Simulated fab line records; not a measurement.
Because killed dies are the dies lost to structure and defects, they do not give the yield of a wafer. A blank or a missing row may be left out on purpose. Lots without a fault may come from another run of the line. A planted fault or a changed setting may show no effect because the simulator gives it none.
Matching of chambers / flow nand harc / 4 sister chambers for NHARC_A_STAIRCASE_DESCUM_252 on rie diel-09
The step chemistry O2, time 3 s. 16 wafers are shown with their chamber, then 8 later ones without.

WAFERS WITH THEIR CHAMBER
wafer=L074.1; chamber=3; drypump motor current A (A)=5.4; showerhead plenum p Torr (Torr)=1.87; oes product au (a.u.)=1.001
wafer=L074.3; chamber=1; drypump motor current A (A)=5.9; showerhead plenum p Torr (Torr)=1.85; oes product au (a.u.)=1.006
wafer=L074.6; chamber=1; drypump motor current A (A)=5.9; showerhead plenum p Torr (Torr)=1.85; oes product au (a.u.)=1.015
wafer=L077.1; chamber=0; drypump motor current A (A)=6.0; showerhead plenum p Torr (Torr)=2.05; oes product au (a.u.)=0.980
wafer=L077.2; chamber=3; drypump motor current A (A)=5.4; showerhead plenum p Torr (Torr)=1.86; oes product au (a.u.)=0.997
wafer=L077.3; chamber=2; drypump motor current A (A)=6.2; showerhead plenum p Torr (Torr)=1.98; oes product au (a.u.)=1.002
wafer=L078.2; chamber=3; drypump motor current A (A)=5.4; showerhead plenum p Torr (Torr)=1.86; oes product au (a.u.)=0.991
wafer=L078.4; chamber=2; drypump motor current A (A)=6.2; showerhead plenum p Torr (Torr)=1.98; oes product au (a.u.)=1.002
wafer=L078.6; chamber=2; drypump motor current A (A)=6.2; showerhead plenum p Torr (Torr)=1.98; oes product au (a.u.)=0.988
wafer=L080.1; chamber=2; drypump motor current A (A)=6.2; showerhead plenum p Torr (Torr)=1.98; oes product au (a.u.)=0.983
wafer=L080.3; chamber=3; drypump motor current A (A)=5.4; showerhead plenum p Torr (Torr)=1.86; oes product au (a.u.)=1.003
wafer=L080.6; chamber=1; drypump motor current A (A)=5.9; showerhead plenum p Torr (Torr)=1.84; oes product au (a.u.)=1.003
wafer=L084.3; chamber=1; drypump motor current A (A)=5.9; showerhead plenum p Torr (Torr)=1.84; oes product au (a.u.)=1.005
wafer=L084.5; chamber=2; drypump motor current A (A)=6.2; showerhead plenum p Torr (Torr)=1.97; oes product au (a.u.)=0.995
wafer=L084.6; chamber=3; drypump motor current A (A)=5.3; showerhead plenum p Torr (Torr)=1.86; oes product au (a.u.)=1.008
wafer=L087.1; chamber=3; drypump motor current A (A)=5.3; showerhead plenum p Torr (Torr)=1.85; oes product au (a.u.)=0.988

SIGNATURES (means of the wafers above)
reading=drypump motor current A; chamber 0=6.000; chamber 1=5.900; chamber 2=6.200; chamber 3=5.367; scatter within a chamber=0.0333
reading=showerhead plenum p Torr; chamber 0=2.0500; chamber 1=1.8450; chamber 2=1.9780; chamber 3=1.8600; scatter within a chamber=0.00563
reading=oes product au; chamber 0=0.98000; chamber 1=1.00725; chamber 2=0.99400; chamber 3=0.99800; scatter within a chamber=0.00739
Rule: a wafer lies at a distance from a chamber equal to the root of the sum of squares, over the readings, of (its reading less the chamber's mean, divided by the reading's scatter). If the next closest chamber is less than 2 further off than the closest, the wafer can't be placed; otherwise it belongs to the closest. How the scatter is found: for the shown wafers, subtract from each reading the mean of its chamber, square and add these, divide the total by (wafers less chambers), then take the root.

WAFERS MISSING THEIR CHAMBER
wafer=L087.3; drypump motor current A (A)=5.9; showerhead plenum p Torr (Torr)=1.84; oes product au (a.u.)=1.009
wafer=L087.6; drypump motor current A (A)=6.2; showerhead plenum p Torr (Torr)=1.97; oes product au (a.u.)=0.984
wafer=L089.3; drypump motor current A (A)=6.2; showerhead plenum p Torr (Torr)=1.97; oes product au (a.u.)=0.966
wafer=L089.5; drypump motor current A (A)=6.0; showerhead plenum p Torr (Torr)=2.04; oes product au (a.u.)=0.980
wafer=L089.6; drypump motor current A (A)=5.4; showerhead plenum p Torr (Torr)=1.85; oes product au (a.u.)=1.006
wafer=L093.1; drypump motor current A (A)=6.1; showerhead plenum p Torr (Torr)=2.03; oes product au (a.u.)=0.977
wafer=L093.3; drypump motor current A (A)=5.9; showerhead plenum p Torr (Torr)=1.83; oes product au (a.u.)=0.995
wafer=L093.6; drypump motor current A (A)=6.2; showerhead plenum p Torr (Torr)=1.96; oes product au (a.u.)=0.991

WHICH CHAMBER EACH WENT THROUGH
wafer=L087.3; from the rows above=1; in truth=1
wafer=L087.6; from the rows above=2; in truth=2
wafer=L089.3; from the rows above=2; in truth=2
wafer=L089.5; from the rows above=0; in truth=0
wafer=L089.6; from the rows above=3; in truth=3
wafer=L093.1; from the rows above=0; in truth=0
wafer=L093.3; from the rows above=1; in truth=1
wafer=L093.6; from the rows above=2; in truth=2
Placed correctly: 8 of 8. Left unplaced by these rows: 0. Wrongly placed: 0.
